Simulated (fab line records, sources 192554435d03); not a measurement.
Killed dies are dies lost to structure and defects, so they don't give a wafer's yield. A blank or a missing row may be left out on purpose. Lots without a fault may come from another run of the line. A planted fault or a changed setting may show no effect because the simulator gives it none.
fab line records | flow n5_finfet
record lots=5 wafers=12 last_day=15
route steps=1938 shown BEOL_M6@1254 BEOL_M7@1263 PASSIVATION@1936
lots that met no fault: from a run of the same line without faults
start_h: hours from the record's first day to the start of the lot's first wafer shown | wait_h: hours since the lot's step before | " the same as in the row above | L1.1+2: a row that stands for several wafers | - no value, or no start given | * or withheld: withheld | < > ~ a bound
route shown NAME@n: a module of which the file shows steps, and the number in the route of the first | usual: mean/standard deviation of fault-free wafers | same: alike in all rows | chamber/n: place in a boat | sites: the reading at each site | _std_site: their standard deviation | _edge_site: outer sites' mean less inner sites' | radius_mm: how far each site lies from the wafer's centre | mask NAME#n: copy n | behind: the tool/chamber that last shaped the wafer | hold: why the lot was held/for how many hours/how that ended | device: the transistor (n, p or np) that didn't switch | end of line: the same wafers' tests at the end of the route | a step without rows: its recipe alone | killed: dies lost to structure and defects at the first sort, not the wafer's yield | map: a wafer's dies, x killed, . not, _ none there
set.NAME: the setting as run; set.NAME@STEP: as run at that earlier step | model.NAME: the simulator's own value behind a step, which no gauge read
lots at some steps of the route; a table a step, a row a wafer
services: from which hour (start_h, from the record's first day; less than 0 if before it) a tool's chamber was out of use, for how many hours, and why
## steps
# step N5_BEOL_M6_SPUTTER_48
# recipe material=Cu target_thk_a=100 temp_c=-20 bias_v=60 power_w=26000 chamber_pressure_pa=0.13 time_s=1.667
# step N5_BEOL_M6_ECD_50
# recipe material=Cu target_thk_a=3000
# step N5_BEOL_M6_ANNEAL_51
# recipe temp_c=225 time_s=90 ambient=N2
# step N5_BEOL_M6_CMP_52
# recipe stop_on=SiCOH_lowk t_overpolish_s=6.9 down_force_psi=1 platen_rpm=50 clearing_platen_down_force_psi=1.5 clearing_platen_rpm=50 post_cmp_clean=cu_alkaline target_thk_nm=80 clearing_platen_pad_velocity_m_s=0.99484 pad_velocity_m_s=0.99484
# step N5_BEOL_M6_PRE_CLEAN_55
# recipe gas=NH3 time_s=15 temp_c=withheld rf_power_w=300
# step N5_BEOL_M6_DEP_56
# recipe material=SiCN target_thk_a=100 temp_c=withheld precursor=3MS/NH3 pressure_torr=3 rf_w=202 time_s=17.5
# step N5_BEOL_M7_ILD_DEP_00
# recipe material=SiCOH_lowk target_thk_a=1797.5 temp_c=300 precursor=DEMS/porogen pressure_torr=5 rf_w=500 time_s=33.4
# step N5_BEOL_M7_CURE_74
# recipe temp_c=385 time_s=240 ambient=He/Ar material=SiCOH_lowk
# step N5_BEOL_M7_PECVD_70
# recipe material=SiO2 target_thk_a=200 temp_c=400 precursor=TEOS/O2 pressure_torr=5.5 rf_w=450 teos_flow_sccm=53.8 gas=O2 flow_sccm=3000 time_s=22.7
# usual heater_power_w=760/81 showerhead_plenum_p_Torr=8.74/0.045 throttle_valve_pct=22.7/1.3
# columns lot.wafer tool chamber start_h wait_h heater_power_w showerhead_plenum_p_Torr throttle_valve_pct model.SiO2_of_BEOL_M7_PECVD_70.thk_nm
L427.1 pecvd-03 2 232.38 0.0 694 8.73 21.8 20
L427.3 " 0 " " 831 8.72 23.2 20.4
L427.5 " 2 " " 703 8.74 21.9 20.2
L432.1 pecvd-03 2 260.78 0.0 673 8.71 21.8 19.8
L432.4 " 2 " " 678 8.74 22.0 20.2
L435.2 pecvd-03 1 266.47 0.0 729 8.77 23.2 19.8
L435.3 " 1 " " 740 8.75 23.2 20.2
L435.5 " 1 " " 733 8.71 22.9 25.4
L436.2 pecvd-03 2 274.46 0.0 633 8.74 22.0 20
L436.5 " 0 " " 782 8.75 23.3 25.8
L437.1 pecvd-03 2 280.91 0.0 694 8.73 21.8 20
L437.5 " 0 " " 896 8.73 23.5 26
# step N5_BEOL_M7_HM_DEP_02
# recipe material=TiN target_thk_a=200 temp_c=25 chamber_pressure_pa=0.49996
# step N5_BEOL_M7_COAT_59
# recipe resist=SOC temp_c=250 time_s=60 spin_rpm=1500 resist_thk_nm=100
# step N5_BEOL_M7_COAT_60
# recipe resist=SiARC temp_c=220 time_s=60 spin_rpm=1500 resist_thk_nm=35
# step N5_BEOL_M7_COAT_05
# recipe resist=CAR-ArF spin_rpm=1500 resist_thk_nm=90
# step N5_BEOL_M7_EBR_07
# recipe solvent=PGMEA ebr_width_mm=1.5
# step N5_BEOL_M7_SOFTBAKE_06
# recipe temp_c=110 time_s=60 resist=CAR-ArF
# step N5_BEOL_M7_EXPOSE_08
# recipe mask_id=M7 na=1.35 source_shape=dipole sigma_inner=0.817 sigma_outer=0.97 polarization=te dose_mj=68.25
# step N5_BEOL_M7_PEB_09
# recipe peb_temp_c=withheld peb_time_s=60 resist=CAR-ArF
# step N5_BEOL_M7_DEVELOP_10
# recipe develop_time_s=30 developer=TMAH resist=CAR-ArF rinse_liquid=diw dry=air_spin dev_temp_c=23
# step N5_BEOL_M7_DESCUM_16
# recipe chemistry=O2 time_s=7.9 source_power_w=50 bias_power_w=20 pressure_mtorr=20 rf_frequency_hz=2.712e+07 temp_c=40 resist=CAR-ArF o2_flow_sccm=225
# step N5_BEOL_M7_ETCH_61
# recipe chemistry=CF4 target=SiARC target_depth_a=455 mask_material=CAR-ArF time_s=75.8 ion_energy_ev=80 pressure_mtorr=40 source_w=545 bias_w=36 Ar_flow_sccm=100 cf4_flow_sccm=100 ends=cleared
# step N5_BEOL_M7_ETCH_62
# recipe chemistry=N2/H2 target=SOC target_depth_a=1100 overetch_a=220 mask_material=SiARC temp_c=40 time_s=165 ion_energy_ev=200 pressure_mtorr=30 source_w=840 bias_w=150 n2_flow_sccm=200 h2_flow_sccm=200
# step N5_BEOL_M7_STRIP_68
# recipe chemistry=N2/H2 temp_c=40 n2_flow_sccm=200 h2_flow_sccm=200 rf_frequency_hz=6e+07
# step N5_BEOL_M7_STRIP_67
# recipe chemistry=CF4 resist=SiARC power_w=300 bias_power_w=75 pressure_mtorr=50 cf4_flow_sccm=150 rf_frequency_hz=6e+07
# step N5_BEOL_M7_HM_OPEN_17
# recipe chemistry=Cl2/BCl3 target_depth_a=200 overetch_a=60 target=TiN mask_material=SOC ion_energy_ev=150 pressure_mtorr=10 icp_w=1000 bias_w=126 Cl2_flow_sccm=53.25 bcl3_flow_sccm=21.75 Ar_flow_sccm=25
# step N5_BEOL_M7_STRIP_19
# recipe chemistry=O2 power_w=400 temp_c=40 pressure_mtorr=30 rf_frequency_hz=6e+07 bias_power_w=0 overash_fraction=0.2 o2_flow_sccm=225
# step N5_BEOL_M7_COAT_63
# recipe resist=SOC temp_c=250 time_s=60 spin_rpm=1500 resist_thk_nm=60
# step N5_BEOL_M7_COAT_64
# recipe resist=SiARC temp_c=220 time_s=60 spin_rpm=1500 resist_thk_nm=12
# step N5_BEOL_M7_COAT_71
# recipe resist=underlayer temp_c=205 time_s=60 spin_rpm=1500 resist_thk_nm=5
# step N5_BEOL_M7_COAT_22
# recipe resist=CAR-EUV spin_rpm=1500 resist_thk_nm=30
# step N5_BEOL_M7_EBR_24
# recipe solvent=PGMEA ebr_width_mm=1.5
# step N5_BEOL_M7_SOFTBAKE_23
# recipe temp_c=110 time_s=60 resist=CAR-EUV
# step N5_BEOL_M7_EXPOSE_25
# recipe mask_id=V6 na=0.33 source_shape=annular sigma_inner=0.4 sigma_outer=0.8 polarization=unpolarized target_cd_nm=40 dose_mj=42.5
# step N5_BEOL_M7_PEB_26
# recipe peb_temp_c=100 peb_time_s=60 resist=CAR-EUV
# step N5_BEOL_M7_DEVELOP_27
# recipe develop_time_s=30 developer=TMAH resist=CAR-EUV rinse_liquid=surfactant_rinse dry=air_spin dev_temp_c=23
# step N5_BEOL_M7_HM_STRIP_39
# recipe chemistry=peroxide_tin_strip material=TiN target_depth_a=250 temp_c=50 time_s=158
# columns lot.wafer tool chamber start_h wait_h model.SiO2_of_BEOL_M7_PECVD_70.thk_nm
L427.1 wet_bench-05 2 236.16 0.0 19.8
L427.3 " 6 " " 20.2
L427.5 " 1 " " 20
L432.1 wet_bench-01 6 262.91 0.0 19.8
L432.4 " 1 " " 20
L435.2 wet_bench-01 5 270.69 0.0 19.6
L435.3 " 6 " " 20
L435.5 " 7 " " 25.2
L436.2 wet_bench-01 1 277.69 0.0 19.8
L436.5 " 0 " " 25.6
L437.1 wet_bench-04 3 284.55 0.0 20
L437.5 " 4 " " 25.8
# step N5_BEOL_M7_CMP_52
# recipe stop_on=SiCOH_lowk t_overpolish_s=6.9 down_force_psi=1 platen_rpm=50 clearing_platen_down_force_psi=1.5 clearing_platen_rpm=50 post_cmp_clean=cu_alkaline target_thk_nm=80 clearing_platen_pad_velocity_m_s=0.99484 pad_velocity_m_s=0.99484
# usual barrier_field_endpoint_s=28.9/0.87 clearing_platen_rpm=50.000/0.025 motor_current_A=5.8/0.66
# columns lot.wafer tool chamber start_h wait_h barrier_field_endpoint_s clearing_platen_rpm motor_current_A
L427.1 cmp-02 3 237.96 0.3 28.8 50.009 6.3
L427.3 " 0 " " 28.7 49.931 6.0
L427.5 " 2 " " 29.0 50.005 5.2
L432.4 cmp-01 3 264.86 0.1 29.1 50.002 5.9
L432.1 " 0 " " 27.7 50.011 5.6
L435.2 cmp-02 0 273.47 0.2 28.6 50.000 6.3
L435.3 " 1 " " 29.1 50.021 4.9
L435.5 " 1 " " 34.8 50.000 4.9
L436.2 cmp-02 2 280.98 0.2 28.7 49.980 5.4
L436.5 " 2 " " 36.3 49.977 5.5
L437.1 cmp-02 0 287.91 0.3 27.9 49.976 6.0
L437.5 " 0 " " 35.9 49.984 6.0
# step N5_PASSIVATION_PROBE_49
# usual defect_limited_yield=91.5/1.5 killed_at_M0_to_M3=32/9.4 killed_at_M4_up=12/5.1 killed_at_contacts=11/7.4 killed_at_front_end=41/11 killed_at_other=3.4/2.5 killed_dies=100/17 killed_open=65/14 killed_short=33/7 sort_bin_5_function=4.9/0.96 sort_bin_6_memory=3.1/0.7 sort_n_pass=1080/17 sort_yield_pct=91.5/1.5
# same gross_dies=1180 killed_at_back_side=0 sort_bin_4_leakage[%]=0 sort_bin_8_speed[%]=0
# columns lot.wafer tool chamber start_h wait_h defect_limited_yield[%] killed_at_M0_to_M3 killed_at_M4_up killed_at_contacts killed_at_front_end killed_at_other killed_dies killed_open killed_short sort_bin_5_function[%] sort_bin_6_memory[%] sort_n_pass sort_yield_pct[%]
L437.1 prober-01 - 351.80 0.0 91.9 33 14 7 39 3 96 53 43 4.8 2.9 1084 91.9
L437.5 prober-01 - 352.00 0.2 91.9 25 11 12 47 0 95 61 34 4.4 3.6 1085 91.9
# killed by level:class
L437.1 FIN_SAQP:geometric_particle:short=9 GATE_CUT:geometric_particle:short=8 STI_FIN_REVEAL:geometric_particle:open=7 BEOL_M0_SAQP:geometric_particle:short=7 MOL_CONTACT_COAG:geometric_particle:open=6 BEOL_M2:geometric_particle:open=6 BEOL_M5:geometric_particle:open=5 DUMMY_GATE:geometric_particle:open=5
L437.5 MOL_CONTACT_COAG:geometric_particle:open=11 STI_FIN_REVEAL:geometric_particle:open=8 FIN_SAQP:geometric_particle:short=7 GATE_CUT:geometric_particle:short=7 BEOL_M2:geometric_particle:open=6 BEOL_M0_SAQP:geometric_particle:short=5 BEOL_M0_SAQP:geometric_particle:open=5 BEOL_M3:geometric_particle:open=5
## services
# columns tool chamber start_h hours kind
cmp-02 - 237.54 0.3 repair
pecvd-03 1 243.14 2.1 scheduled_down
cmp-01 - 246.07 4.0 pm
cmp-01 - 250.07 - consumable_replace:conditioner
cmp-01 - 250.07 - consumable_replace:pad
wet_bench-01 - 250.39 1.3 repair
cmp-01 - 266.75 7.0 pm
pecvd-03 - 271.33 1.2 repair
cmp-01 - 275.51 1.6 repair
## key
first_sign step=N5_BEOL_M7_CMP_52 reading=barrier_field_endpoint_s direction=up sigmas=7.7 usual=28.9 struck=35.7
effect none on later readings
model_effect step=N5_BEOL_M7_PECVD_70 value=SiO2_of_BEOL_M7_PECVD_70.thk_nm without=20.47 struck=25.73
model_effect step=N5_BEOL_M7_HM_STRIP_39 value=SiO2_of_BEOL_M7_PECVD_70.thk_nm without=20.27 struck=25.53
met_at N5_BEOL_M7_PECVD_70
struck_wafers L435.5,L436.5,L437.5
onset_between 260.78 266.47
fault kind=process_parameter_drift tool=pecvd-03 chamber=- onset_h=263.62 steps=N5_BEOL_M7_PECVD_70 channel=time_s offset=* shape=step end_h=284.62 scope=struck_wafers_only acts_in=* stated=*
